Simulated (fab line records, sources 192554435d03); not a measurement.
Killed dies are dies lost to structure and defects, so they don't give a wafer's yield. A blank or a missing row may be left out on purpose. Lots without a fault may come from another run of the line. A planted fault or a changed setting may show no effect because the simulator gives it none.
Chamber matching | flow n5_finfet | N5_BEOL_M10_ILD_DEP_00 on pecvd-04: 3 sister chambers
The step deposits SiCOH lowk from DEMS/porogen, target thk 308.51 nm, time 58 s. 6 wafers are shown with their chamber, then 10 later ones without.

WAFERS WITH THEIR CHAMBER
wafer  | chamber | throttle_valve_pct (%) | showerhead_plenum_p_Torr (Torr)
L087.3 | 2       | 13.8                   | 5.744
L087.4 | 1       | 14.4                   | 5.762
L087.5 | 0       | 15.6                   | 5.713
L087.6 | 2       | 13.7                   | 5.750
L092.4 | 1       | 14.5                   | 5.751
L092.5 | 0       | 15.5                   | 5.703

WAFERS WITHOUT THEIR CHAMBER
wafer  | throttle_valve_pct (%) | showerhead_plenum_p_Torr (Torr)
L092.6 | 13.5                   | 5.747
L095.2 | 14.6                   | 5.767
L095.3 | 15.6                   | 5.711
L095.4 | 14.2                   | 5.762
L096.1 | 14.3                   | 5.757
L096.3 | 15.3                   | 5.714
L096.5 | 15.4                   | 5.694
L097.1 | 13.7                   | 5.754
L097.2 | 15.2                   | 5.709
L097.3 | 14.8                   | 5.754

WHICH CHAMBER EACH WENT THROUGH
wafer  | from the rows above | in truth
L092.6 | 2                   | 2
L095.2 | 1                   | 1
L095.3 | 0                   | 0
L095.4 | 1                   | 1
L096.1 | 1                   | 1
L096.3 | 0                   | 0
L096.5 | 0                   | 0
L097.1 | 2                   | 2
L097.2 | 0                   | 0
L097.3 | 1                   | 1
Placed correctly: 10 of 10. Can't be placed from these rows: 0. Placed wrongly: 0.
How it was worked out, from the rows above alone: a wafer's distance from a chamber is the root of the sum, over the readings, of the square of ((its reading less the chamber's mean) divided by the reading's scatter). The wafer belongs to the nearest chamber; if the next one is less than 2 further off, it can't be placed. A chamber's mean is the mean of its shown wafers. The scatter: the root of (the sum of the squares of (reading less its chamber's mean) over the shown wafers, divided by (wafers less chambers)).
